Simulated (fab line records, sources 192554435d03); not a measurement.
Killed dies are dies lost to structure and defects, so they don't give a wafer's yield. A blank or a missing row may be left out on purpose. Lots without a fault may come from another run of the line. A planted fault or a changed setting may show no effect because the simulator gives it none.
Chamber matching | flow n5_finfet | N5_FIN_SAQP_ETCH_69 on rie_diel-02: 4 sister chambers
The step etches SOC in N2/H2, stops on SiNx, target depth 150 nm. 8 wafers are shown with their chamber, then 11 later ones without.

WAFERS WITH THEIR CHAMBER
wafer  | chamber | drypump_motor_current_A (A) | showerhead_plenum_p_Torr (Torr)
L084.4 | 0       | 5.9                         | 2.51
L085.5 | 2       | 6.7                         | 2.62
L088.3 | 1       | 5.8                         | 2.70
L088.6 | 1       | 5.8                         | 2.70
L091.2 | 3       | 5.4                         | 2.61
L091.3 | 0       | 5.9                         | 2.51
L091.6 | 3       | 5.4                         | 2.62
L092.3 | 2       | 6.8                         | 2.62

WAFERS WITHOUT THEIR CHAMBER
wafer  | drypump_motor_current_A (A) | showerhead_plenum_p_Torr (Torr)
L092.5 | 5.8                         | 2.69
L092.6 | 5.9                         | 2.51
L094.1 | 5.8                         | 2.69
L094.2 | 5.9                         | 2.51
L094.4 | 6.7                         | 2.62
L095.2 | 6.7                         | 2.62
L095.4 | 5.4                         | 2.61
L095.6 | 5.9                         | 2.50
L096.2 | 5.9                         | 2.50
L096.3 | 5.8                         | 2.69
L096.5 | 5.9                         | 2.50

WHICH CHAMBER EACH WENT THROUGH
wafer  | from the rows above | in truth
L092.5 | 1                   | 1
L092.6 | 0                   | 0
L094.1 | 1                   | 1
L094.2 | 0                   | 0
L094.4 | 2                   | 2
L095.2 | 2                   | 2
L095.4 | 3                   | 3
L095.6 | 0                   | 0
L096.2 | 0                   | 0
L096.3 | 1                   | 1
L096.5 | 0                   | 0
Placed correctly: 11 of 11. Can't be placed from these rows: 0. Placed wrongly: 0.
How it was worked out, from the rows above alone: a wafer's distance from a chamber is the root of the sum, over the readings, of the square of ((its reading less the chamber's mean) divided by the reading's scatter). The wafer belongs to the nearest chamber; if the next one is less than 2 further off, it can't be placed. A chamber's mean is the mean of its shown wafers. The scatter: the root of (the sum of the squares of (reading less its chamber's mean) over the shown wafers, divided by (wafers less chambers)).
